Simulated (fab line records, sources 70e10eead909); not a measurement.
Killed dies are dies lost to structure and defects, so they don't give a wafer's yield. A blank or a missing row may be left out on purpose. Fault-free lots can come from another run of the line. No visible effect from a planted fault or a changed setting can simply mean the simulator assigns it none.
Chamber matching :: flow nand-harc :: 4 sister chambers for NHARC_P_M1_CMP_23 on cmp-01
The step polishes, t overpolish 20 s, target thk 157.82 nm. 4 wafers are shown with their chamber, then 10 later ones without.

== WAFERS WITH THEIR CHAMBER ==
wafer: L087.5
chamber: 2
motor-current-A (A): 13.9

wafer: L087.6
chamber: 3
motor-current-A (A): 10.9

wafer: L090.1
chamber: 0
motor-current-A (A): 12.9

wafer: L090.2
chamber: 1
motor-current-A (A): 13.2

== WAFERS WHOSE CHAMBER IS MISSING ==
wafer: L090.6
motor-current-A (A): 12.0

wafer: L093.1
motor-current-A (A): 13.1

wafer: L093.5
motor-current-A (A): 13.2

wafer: L093.6
motor-current-A (A): 13.0

wafer: L094.1
motor-current-A (A): 13.4

wafer: L094.3
motor-current-A (A): 11.8

wafer: L094.6
motor-current-A (A): 13.2

wafer: L096.1
motor-current-A (A): 10.8

wafer: L096.2
motor-current-A (A): 13.5

wafer: L096.6
motor-current-A (A): 13.6

== WHICH CHAMBER EACH ONE RAN IN ==
wafer: L090.6
from the rows above: can't be placed: 0 or 3 or 1
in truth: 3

wafer: L093.1
from the rows above: can't be placed: 1 or 0 or 2
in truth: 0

wafer: L093.5
from the rows above: can't be placed: 1 or 0 or 2
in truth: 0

wafer: L093.6
from the rows above: can't be placed: 0 or 1 or 2
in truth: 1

wafer: L094.1
from the rows above: can't be placed: 1 or 0 or 2
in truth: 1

wafer: L094.3
from the rows above: can't be placed: 3 or 0 or 1
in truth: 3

wafer: L094.6
from the rows above: can't be placed: 1 or 0 or 2
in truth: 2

wafer: L096.1
from the rows above: 3
in truth: 3

wafer: L096.2
from the rows above: can't be placed: 1 or 2 or 0
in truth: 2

wafer: L096.6
from the rows above: can't be placed: 2 or 1 or 0
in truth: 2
Correctly placed: 1 of 10. Can't be placed from these rows: 9 (the true chamber is among the candidates in 9). Wrongly placed: 0.
How it was worked out, from the rows above alone: a wafer's distance from a chamber is the root of the sum, over the readings, of the square of ((its reading less the chamber's mean) divided by the reading's scatter). The wafer belongs to the nearest chamber; if the next one is less than 2 further off, it can't be placed. For every chamber, the mean is computed from those of its wafers that are shown. The scatter: root of mean squared gap, hidden wafer to nearest shown wafer, with one shown wafer a chamber.
